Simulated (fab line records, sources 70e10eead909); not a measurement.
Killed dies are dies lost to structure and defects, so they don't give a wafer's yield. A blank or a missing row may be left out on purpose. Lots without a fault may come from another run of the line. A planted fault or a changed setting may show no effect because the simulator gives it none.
fab line records | flow nand_harc
record lots=11 wafers=33 last_day=24
route steps=1159 shown P_CONTACT@238 P_M0@260 END@1159
lots that met no fault: from a run of the same line without faults
start_h: hours from the record's first day to the start of the lot's first wafer shown | wait_h: hours since the lot's step before | " the same as in the row above | L1.1+2: a row that stands for several wafers | - no value, or no start given | * or withheld: withheld | < > ~ a bound
route shown NAME@n: a module of which the file shows steps, and the number in the route of the first | usual: mean/standard deviation of fault-free wafers | same: alike in all rows | chamber/n: place in a boat | sites: the reading at each site | _std_site: their standard deviation | _edge_site: outer sites' mean less inner sites' | radius_mm: how far each site lies from the wafer's centre | mask NAME#n: copy n | behind: the tool/chamber that last shaped the wafer | hold: why the lot was held/for how many hours/how that ended | device: the transistor (n, p or np) that didn't switch | end of line: the same wafers' tests at the end of the route | a step without rows: its recipe alone | killed: dies lost to structure and defects at the first sort, not the wafer's yield | map: a wafer's dies, x killed, . not, _ none there
set.NAME: the setting as run; set.NAME@STEP: as run at that earlier step | model.NAME: the simulator's own value behind a step, which no gauge read
steps of the route over a sample of lots; a table a step, a row a wafer
services: from which hour (start_h, from the record's first day; less than 0 if before it) a tool's chamber was out of use, for how many hours, and why
## steps
# step NHARC_P_CONTACT_ETCH_18
# recipe target_depth_a=4810 time_s=240.5 c4f8_flow_sccm=20 o2_flow_sccm=10 ar_flow_sccm=withheld rf_w=600 bias_w=1500 chemistry=C4F8/O2/Ar
# usual oes_product_au=0.971/0.013 rf_vpp_V=981/5.2
# columns lot.wafer tool chamber start_h wait_h oes_product_au rf_hours_counter_h rf_vpp_V
L950.4 rie_diel-11 3 - - 0.965 10 978
L950.1 " 1 " " 0.991 11 985
L950.6 " 0 " " 0.962 - 982
L955.2 rie_diel-13 0 - - 0.985 4 986
L955.4 " 3 " " 0.985 3 974
L955.6 " 0 " " 0.980 - 987
L959.3 rie_diel-11 0 - - 0.986 16 982
L959.4 " 1 " " 0.989 17 986
L959.5 " 2 " " 0.974 - 973
L958.2 rie_diel-11 1 - - 0.991 17 986
L958.4 " 2 " " 0.962 18 975
L958.6 " 2 " " 0.977 - 974
L961.1 rie_diel-13 3 - - 0.979 6 974
L961.6 " 3 " " 0.976 - 974
L961.5 " 0 " " 0.975 - 986
L964.4 rie_diel-13 3 - - 0.967 8 977
L964.1 " 0 " " 0.970 8 986
L964.5 " 3 " " 0.957 - 974
L963.2 rie_diel-02 0 - - 0.987 11 988
L963.3 " 1 " " 0.974 10 984
L963.6 " 3 " " 0.958 - 967
L965.2 rie_diel-11 0 - - 0.994 1 981
L965.4 " 1 " " 0.971 1 985
L965.5 " 2 " " 0.963 - 975
L966.4 rie_diel-13 1 - - 0.983 10 988
L966.1 " 0 " " 0.957 10 986
L966.6 " 2 " " 0.983 - 986
L967.3 rie_diel-11 0 - - 0.988 2 981
L967.1 " 1 " " 0.973 2 984
L967.6 " 0 " " 0.982 - 981
L972.1 rie_diel-13 0 - - 0.966 15 988
L972.2 " 2 " " 0.965 15 986
L972.4 " 0 " " 0.962 - 988
# step NHARC_P_M0_EXPOSE_06
# recipe na=1.35 target_cd_nm=90 dose_mj=81.28 mask_id=P_M0
# usual exposure_dose_mJ_cm2=81.25/0.077
# columns lot.wafer tool chamber start_h wait_h mask exposure_dose_mJ_cm2
L950.1 arfi_scanner-02 0 118.57 - P_M0#0 81.33
L950.4 " 0 " " P_M0#0 81.32
L950.6 " 0 " " P_M0#0 81.36
L955.2 arfi_scanner-01 0 148.39 - P_M0#0 81.13
L955.4 " 0 " " P_M0#0 81.26
L955.6 " 0 " " P_M0#0 81.24
L959.3 arfi_scanner-01 0 167.06 - P_M0#0 81.10
L959.4 " 0 " " P_M0#0 81.18
L959.5 " 0 " " P_M0#0 81.16
L958.2 arfi_scanner-01 0 169.45 - P_M0#0 81.27
L958.4 " 0 " " P_M0#0 81.25
L958.6 " 0 " " P_M0#0 81.26
L961.1 arfi_scanner-02 0 180.06 - P_M0#0 81.28
L961.5 " 0 " " P_M0#0 81.19
L961.6 " 0 " " P_M0#0 81.26
L964.1 arfi_scanner-02 0 193.92 - P_M0#0 84.38
L964.4 " 0 " " P_M0#0 84.39
L964.5 " 0 " " P_M0#0 84.35
L963.2 arfi_scanner-03 0 194.75 - P_M0#0 81.34
L963.3 " 0 " " P_M0#0 81.39
L963.6 " 0 " " P_M0#0 81.26
L965.2 arfi_scanner-03 0 210.12 - P_M0#0 81.34
L965.4 " 0 " " P_M0#0 81.26
L965.5 " 0 " " P_M0#0 81.26
L966.1 arfi_scanner-02 0 210.59 - P_M0#0 83.77
L966.4 " 0 " " P_M0#0 83.67
L966.6 " 0 " " P_M0#0 83.67
L967.1 arfi_scanner-03 0 220.66 - P_M0#0 81.25
L967.3 " 0 " " P_M0#0 81.32
L967.6 " 0 " " P_M0#0 81.11
L972.1 arfi_scanner-02 0 247.10 - P_M0#0 82.82
L972.2 " 0 " " P_M0#0 82.77
L972.4 " 0 " " P_M0#0 82.83
# step NHARC_P_M0_CD_MEAS_09
# recipe target_cd_nm=90 landing_energy_ev=500
# usual cd_nm=90.0/0.49
# columns lot.wafer tool chamber start_h wait_h cd_nm
L950.1 cd_sem-01 0 118.71 - 89.4
L950.4 " 0 " " 89.8
L950.6 " 0 " " 89.9
L955.2 cd_sem-02 0 148.52 - 89.8
L955.4 " 0 " " 90.3
L955.6 " 0 " " 89.6
L959.3 cd_sem-01 0 167.19 - 90.1
L959.4 " 0 " " 90.5
L959.5 " 0 " " 90.3
L958.2 cd_sem-03 0 169.59 - 89.2
L958.4 " 0 " " 89.0
L958.6 " 0 " " 88.9
L961.1 cd_sem-03 0 180.20 - 90.2
L961.5 " 0 " " 89.7
L961.6 " 0 " " 90.0
L964.1 cd_sem-01 0 194.06 - 91.9
L964.4 " 0 " " 92.4
L964.5 " 0 " " 91.9
L963.2 cd_sem-02 0 194.88 - 90.1
L963.3 " 0 " " 90.1
L963.6 " 0 " " 90.2
L965.2 cd_sem-03 0 210.26 - 89.6
L965.4 " 0 " " 90.2
L965.5 " 0 " " 89.9
L966.1 cd_sem-03 0 210.73 - 91.9
L966.4 " 0 " " 92.4
L966.6 " 0 " " 91.9
L967.1 cd_sem-01 0 220.80 - 90.3
L967.3 " 0 " " 90.1
L967.6 " 0 " " 90.7
L972.1 cd_sem-03 0 247.25 - 92.4
L972.2 " 0 " " 91.5
L972.4 " 0 " " 91.6
# step NHARC_P_M0_ETCH_15
# recipe target_depth_a=1500 overetch_a=150 time_s=82.5 c4f8_flow_sccm=withheld ar_flow_sccm=400 rf_w=600 bias_w=300 chemistry=C4F8/Ar
# usual oes_product_au=0.955/0.021 rf_vpp_V=440.6/2.5
# columns lot.wafer tool chamber start_h wait_h oes_product_au rf_hours_counter_h rf_vpp_V
L950.1 rie_diel-03 1 - - 0.965 7 437.2
L950.4 " 2 " " 0.975 7 436.7
L950.6 " 1 " " 0.968 - 437.7
L955.4 rie_diel-10 3 - - 0.954 8 443.6
L955.2 " 0 " " 0.965 8 441.1
L955.6 " 3 " " 0.969 - 443.8
L959.3 rie_diel-03 0 - - 0.925 10 438.8
L959.4 " 1 " " 0.934 11 437.5
L959.5 " 3 " " 0.936 - 440.1
L958.2 rie_diel-10 0 - - 0.982 11 442.6
L958.4 " 2 " " 0.970 11 443.4
L958.6 " 1 " " 0.969 - 441.9
L961.1 rie_diel-05 1 - - 0.979 1 437.7
L961.5 " 1 " " 0.979 - 436.9
L961.6 " 2 " " 0.978 - 443.1
L964.4 rie_diel-05 3 - - 0.979 2 442.5
L964.1 " 0 " " 0.952 1 438.5
L964.5 " 2 " " 0.980 - 442.7
L963.3 rie_diel-10 1 - - 0.946 1 440.9
L963.2 " 2 " " 0.974 1 441.2
L963.6 " 0 " " 0.951 - 441.5
L965.4 rie_diel-10 2 - - 0.919 2 444.3
L965.2 " 0 " " 0.917 2 440.3
L965.5 " 3 " " 0.925 - 443.7
L966.1 rie_diel-10 3 - - 0.958 2 444.6
L966.4 " 1 " " 0.948 2 441.1
L966.6 " 0 " " 0.942 - 441.5
L967.1 rie_diel-10 0 - - 0.955 3 441.4
L967.3 " 3 " " 0.970 3 443.1
L967.6 " 1 " " 0.977 - 440.2
L972.2 rie_diel-03 0 - - 0.976 2 437.4
L972.4 " 1 " " 0.971 2 437.8
L972.1 " 3 " " 0.979 1 439.4
# step NHARC_P_M0_STRIP_18
# recipe power_w=1000 n2_flow_sccm=150 h2_flow_sccm=150 ar_flow_sccm=0 bias_w=0 chemistry=N2/H2
# usual drypump_motor_current_A=5.6/0.44 oes_product_au=1.000/0.0072 rf_vpp_V=90.7/1 showerhead_plenum_p_Torr=2.04/0.087 throttle_valve_pct=14.170/0.0092
# columns lot.wafer tool chamber start_h wait_h drypump_motor_current_A oes_product_au rf_hours_counter_h rf_vpp_V showerhead_plenum_p_Torr throttle_valve_pct
L950.1 rie_diel-10 0 119.31 0.1 5.3 1.005 7 89.9 2.06 14.170
L950.4 " 2 " " 5.2 0.989 7 89.8 2.13 14.153
L950.6 " 0 " " 5.3 1.002 - 90.0 2.06 14.153
L955.2 rie_diel-10 3 149.11 0.1 5.6 0.999 8 92.2 2.15 14.172
L955.4 " 1 " " 5.7 0.995 8 91.3 2.07 14.175
L955.6 " 3 " " 5.6 1.009 - 91.5 2.15 14.185
L959.3 rie_diel-10 2 167.75 0.1 5.2 0.993 11 92.2 2.13 14.171
L959.4 " 1 " " 5.7 0.999 10 90.2 2.07 14.166
L959.5 " 3 " " 5.7 1.007 - 90.9 2.15 14.169
L958.2 rie_diel-03 0 170.19 0.1 5.8 1.008 10 90.2 1.97 14.161
L958.4 " 1 " " 5.3 1.009 11 89.3 1.92 14.162
L958.6 " 0 " " 5.8 0.997 - 89.0 1.97 14.156
L961.1 rie_diel-03 3 180.79 0.1 5.9 1.006 12 89.8 1.99 14.172
L961.5 " 2 " " 6.1 1.006 - 88.8 1.89 14.182
L961.6 " 3 " " 5.9 1.013 - 91.5 1.99 14.180
L964.1 rie_diel-03 3 194.64 0.1 5.9 0.994 13 90.4 1.99 14.172
L964.4 " 1 " " 5.3 1.001 12 89.5 1.92 14.168
L964.5 " 3 " " 5.9 0.998 - 89.0 1.99 14.160
L963.2 rie_diel-03 3 195.44 0.1 5.9 1.007 13 91.2 1.99 14.173
L963.3 " 2 " " 6.1 0.996 12 90.2 1.89 14.186
L963.6 " 0 " " 5.8 0.998 - 91.4 1.97 14.166
L965.2 rie_diel-05 0 210.85 0.1 4.9 0.995 2 89.9 1.94 14.159
L965.4 " 1 " " 5.1 0.986 3 88.9 1.92 14.184
L965.5 " 3 " " 6.1 1.006 - 90.9 2.05 14.170
L966.1 rie_diel-05 1 211.32 0.1 5.1 0.994 3 90.3 1.92 14.165
L966.4 " 3 " " 6.1 1.012 3 89.9 2.05 14.170
L966.6 " 1 " " 5.1 0.995 - 90.2 1.92 14.178
L967.3 rie_diel-10 2 221.38 0.1 5.2 0.991 2 93.1 2.12 14.164
L967.1 " 0 " " 5.3 0.999 3 91.4 2.06 14.162
L967.6 " 1 " " 5.7 0.998 - 91.2 2.07 14.176
L972.2 rie_diel-10 0 247.82 0.1 5.3 1.003 5 90.1 2.05 14.182
L972.4 " 2 " " 5.2 0.992 5 90.2 2.12 14.171
L972.1 " 3 " " 5.7 1.005 5 90.7 2.15 14.163
# step NHARC_END_SORT_01
# recipe temp_c=25
# usual defect_limited_yield=95.7/1.5 killed_at_array=26/9.9 killed_at_other=0.8/1 killed_at_periphery=2.8/2.2 killed_dies=29/9.9 killed_open=3.2/1.8 killed_short=2.1/1.4 sort_bin_2_pct=1.3/0.54 sort_bin_3_pct=0.23/0.2 sort_bin_4_pct=2.8/1 sort_n_pass=648/9.9 sort_rim_yield_pct=95/3.5 sort_yield_pct=95.7/1.5
# same gross_dies=677 sort_bin_5_pct[%]=0 sort_bin_6_pct[%]=0 sort_bin_7_pct[%]=0 sort_bin_8_pct[%]=0 sort_rim_n_gross=106.00
# columns lot.wafer tool chamber start_h wait_h defect_limited_yield[%] killed_at_array killed_at_other killed_at_periphery killed_dies killed_open killed_short sort_bin_2_pct[%] sort_bin_3_pct[%] sort_bin_4_pct[%] sort_n_pass sort_rim_yield_pct[%] sort_yield_pct[%]
L955.2 prober-02 0 489.50 2.8 97.0 16 0 4 20 5 0 0.4 0 2.5 657 99 97.0
L955.4 prober-02 0 491.10 3.4 98.1 12 0 1 13 4 1 1.0 0 0.9 664 98 98.1
L955.6 prober-02 0 492.71 4.0 97.2 15 1 3 19 6 4 0.6 0.30 1.9 658 95 97.2
L958.2 prober-01 0 491.08 2.8 92.6 48 0 2 50 3 3 2.2 0.59 4.6 627 93 92.6
L958.4 prober-01 0 492.68 3.4 93.4 42 1 2 45 3 0 1.8 0.15 4.7 632 88 93.4
L958.6 prober-01 0 494.28 4.0 94.1 35 1 4 40 2 5 2.5 0 3.4 637 92 94.1
L959.3 prober-02 0 498.12 3.1 96.3 24 0 1 25 4 3 1.2 0.30 2.2 652 96 96.3
L959.4 prober-02 0 498.94 3.4 97.3 16 1 1 18 2 3 1.3 0.15 1.2 659 99 97.3
L961.1 prober-02 0 504.44 2.5 93.5 43 0 1 44 3 1 1.5 0.44 4.6 633 94 93.5
L961.5 prober-02 0 507.66 3.7 95.0 30 2 2 34 0 1 1.6 0.15 3.2 643 90 95.0
L961.6 prober-02 0 508.46 4.0 95.0 31 0 3 34 4 0 2.1 0.44 2.5 643 97 95.0
L966.4 prober-01 0 530.10 3.4 96.2 26 0 0 26 0 3 1.5 0.15 2.2 651 94 96.2
# killed by level:class
L955.2 P_ZERO_WELL:chamber_film_flake=4 A_CHANNEL_HOLE_D1:chamber_film_flake=4 A_M1:chamber_film_flake=3 A_CONTACT:geometric_particle:open=2 A_STAIRCASE:chamber_film_flake=2 A_CHANNEL_FILL_D1:geometric_particle:open=1 A_WL_FILL:geometric_particle:open=1 A_M0:geometric_particle:open=1
L958.2 A_CHANNEL_HOLE_D1:chamber_film_flake=18 A_SLIT:chamber_film_flake=15 A_STAIRCASE:chamber_film_flake=8 A_CONTACT:chamber_film_flake=3 P_GATE:geometric_particle:short=1 P_CONTACT:geometric_particle:open=1 A_CHANNEL_HOLE_D1:geometric_particle:short=1 A_SGD_CUT:geometric_particle:open=1
L955.4 A_CHANNEL_HOLE_D1:chamber_film_flake=3 A_STAIRCASE:chamber_film_flake=2 A_CHANNEL_HOLE_D1:geometric_particle:open=1 A_CHANNEL_FILL_D1:geometric_particle:short=1 A_CONTACT:geometric_particle:open=1 A_BLC:geometric_particle:open=1 A_M1:geometric_particle:open=1 P_ZERO_WELL:chamber_film_flake=1
L958.4 A_CHANNEL_HOLE_D1:chamber_film_flake=18 A_SLIT:chamber_film_flake=13 A_STAIRCASE:chamber_film_flake=5 P_STI:chamber_film_flake=2 A_CONTACT:chamber_film_flake=2 A_ONON_D1:geometric_particle:open=1 A_WL_FILL:geometric_particle:open=1 STARTING-WAFER:geometric_particle:open=1
L955.6 A_STAIRCASE:chamber_film_flake=5 A_WL_FILL:geometric_particle:short=2 A_CONTACT:geometric_particle:open=2 P_CONTACT:geometric_particle:open=1 P_M0:geometric_particle:open=1 A_CHANNEL_FILL_D1:geometric_particle:short=1 A_SGD_CUT:geometric_particle:open=1 A_CONTACT:geometric_particle:short=1
L958.6 A_CHANNEL_HOLE_D1:chamber_film_flake=14 A_SLIT:chamber_film_flake=11 A_ONON_D1:geometric_particle:short=2 P_ZERO_WELL:chamber_film_flake=2 A_CONTACT:chamber_film_flake=2 P_GATE:geometric_particle:short=1 P_CONTACT:geometric_particle:open=1 A_CHANNEL_FILL_D1:geometric_particle:short=1
L959.3 A_CONTACT:chamber_film_flake=8 A_CONTACT:geometric_particle:open=3 A_CHANNEL_FILL_D1:chamber_film_flake=3 A_STAIRCASE:chamber_film_flake=3 A_SGD_CUT:geometric_particle:short=2 A_CHANNEL_HOLE_D1:chamber_film_flake=2 A_CHANNEL_FILL_D1:geometric_particle:short=1 A_WL_FILL:geometric_particle:open=1
L959.4 A_STAIRCASE:chamber_film_flake=4 A_CONTACT:chamber_film_flake=4 A_CHANNEL_FILL_D1:geometric_particle:short=2 A_CHANNEL_FILL_D1:geometric_particle:open=1 A_SGD_CUT:geometric_particle:short=1 A_CONTACT:geometric_particle:open=1 P_GATE:chamber_film_flake=1 A_ZERO_WELL:chamber_film_flake=1
L961.1 A_CHANNEL_HOLE_D1:chamber_film_flake=17 A_SLIT:chamber_film_flake=14 A_SGD_CUT:chamber_film_flake=4 A_CONTACT:chamber_film_flake=2 A_ONON_D1:geometric_particle:short=1 A_BLC:geometric_particle:open=1 A_M0:geometric_particle:open=1 A_M1:geometric_particle:open=1
L961.5 A_CHANNEL_HOLE_D1:chamber_film_flake=12 A_SLIT:chamber_film_flake=6 A_STAIRCASE:chamber_film_flake=3 A_SGD_CUT:chamber_film_flake=3 P_STI:chamber_film_flake=2 A_ZERO_WELL:chamber_film_flake=2 THIN_TSV:chamber_film_flake=2 A_M0:geometric_particle:short=1
L961.6 A_SLIT:chamber_film_flake=12 A_CHANNEL_HOLE_D1:chamber_film_flake=10 A_SGD_CUT:chamber_film_flake=3 A_CONTACT:chamber_film_flake=2 P_CONTACT:geometric_particle:open=1 A_CHANNEL_HOLE_D1:geometric_particle:open=1 A_BLC:geometric_particle:open=1 A_M1:geometric_particle:open=1
L966.4 A_CHANNEL_HOLE_D1:chamber_film_flake=15 A_CONTACT:chamber_film_flake=4 A_STAIRCASE:chamber_film_flake=2 A_WL_FILL:chamber_film_flake=2 A_ONON_D1:geometric_particle:short=1 A_SGD_CUT:geometric_particle:short=1 A_BLC:geometric_particle:short=1
## services
# columns tool chamber start_h hours kind
arfi_scanner-02 - 84.00 4.0 pm
arfi_scanner-03 - 90.22 0.9 repair
arfi_scanner-03 - 93.48 1.4 repair
rie_diel-05 1 97.08 4.5 repair
rie_diel-13 - 99.00 9.0 pm
rie_diel-10 3 101.29 5.3 repair
arfi_scanner-02 - 128.95 6.3 repair
arfi_scanner-01 - 133.90 1.9 repair
rie_diel-13 2 141.59 7.2 repair
arfi_scanner-03 - 150.04 1.0 repair
rie_diel-03 0 151.13 7.8 repair
arfi_scanner-03 - 154.71 4.0 pm
rie_diel-05 - 163.60 9.0 pm
rie_diel-10 - 176.50 9.0 pm
rie_diel-11 - 189.50 9.0 pm
arfi_scanner-01 - 191.64 1.4 repair
rie_diel-05 - 192.38 0.9 repair
arfi_scanner-01 - 196.00 4.0 pm
rie_diel-05 3 212.10 15.4 repair
rie_diel-03 - 215.30 9.0 pm
rie_diel-13 3 215.88 16.3 repair
arfi_scanner-01 - 215.90 0.5 repair
rie_diel-05 0 218.55 2.4 repair
rie_diel-13 3 240.86 2.9 repair
## key
first_sign step=NHARC_P_M0_EXPOSE_06 reading=exposure_dose_mJ_cm2 direction=up sigmas=31 usual=81.25 struck=83.63
effect step=NHARC_P_M0_CD_MEAS_09 reading=cd_nm direction=up sigmas=4.1 usual=90.0 struck=92.0 through=control_loop
met_at NHARC_P_M0_EXPOSE_06
struck_lots L964,L966,L972
loop_trim step=NHARC_P_M0_EXPOSE_06 setting=dose lots=L966,L972
not_acting_at NHARC_P_CONTACT_ETCH_18,NHARC_P_M0_ETCH_15,NHARC_P_M0_STRIP_18
onset_between 180.06 193.92
fault kind=process_parameter_drift tool=arfi_scanner-02 chamber=- onset_h=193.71 steps=NHARC_P_M0_EXPOSE_06 channel=dose_mj offset=3.1214 shape=step acts_in=these_recipes_only stated=81.28
# loop_trim: a control loop set the setting to another value than it would have without faults
